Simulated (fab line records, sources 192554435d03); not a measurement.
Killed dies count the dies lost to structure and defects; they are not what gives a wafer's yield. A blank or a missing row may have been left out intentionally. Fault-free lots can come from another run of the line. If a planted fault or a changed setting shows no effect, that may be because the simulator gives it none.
Matching of chambers	flow n5-finfet	4 sister chambers for N5_BEOL_M3_ALD_98 on ald-sin-02
The step deposits SiO2, target thk 2.5 nm, pulse time 1 s, co reactant pulse time 1 s. 8 wafers are shown with their chamber, then 10 later ones without.

## WAFERS WITH THEIR CHAMBER
wafer	chamber	heater-power-w (W)	precursor-pulse-height-rel
L084.6	3	77	0.975
L087.3	3	78	0.985
L087.5	1	76	0.973
L089.1	2	78	1.008
L089.2	1	75	1.006
L089.3	0	79	0.987
L091.2	0	77	1.013
L091.5	2	79	0.959

## WAFERS WITHOUT THEIR CHAMBER
wafer	heater-power-w (W)	precursor-pulse-height-rel
L091.6	78	0.993
L093.2	76	1.011
L093.3	77	1.024
L093.4	77	1.025
L094.3	78	1.007
L094.4	78	0.974
L094.6	76	1.021
L097.2	79	1.018
L097.4	72	1.004
L097.6	77	0.975

## WHICH CHAMBER EACH WENT THROUGH
wafer	from the rows above	in truth
L091.6	can't be placed: 0 or 2 or 3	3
L093.2	can't be placed: 1 or 3 or 0 or 2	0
L093.3	can't be placed: 0 or 3 or 1 or 2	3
L093.4	can't be placed: 0 or 3 or 1 or 2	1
L094.3	can't be placed: 0 or 2 or 3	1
L094.4	can't be placed: 3 or 2 or 0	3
L094.6	can't be placed: 1 or 0 or 3 or 2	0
L097.2	can't be placed: 0 or 2 or 3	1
L097.4	1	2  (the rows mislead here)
L097.6	can't be placed: 3 or 0 or 2 or 1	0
Placed correctly: 0 of 10. These rows do not allow placing 9 (true chamber among the candidates in 7). Placed wrongly: 1.
How it was worked out, from the rows above alone: a wafer's distance from a chamber is the root of the sum, over the readings, of the square of ((its reading less the chamber's mean) divided by the reading's scatter). The wafer belongs to the nearest chamber; if the next one is less than 2 further off, it can't be placed. A chamber's mean is the mean of its shown wafers. The scatter: take each reading less its chamber's mean, square it, sum over the shown wafers, divide by the number of wafers less the number of chambers, and take the root.
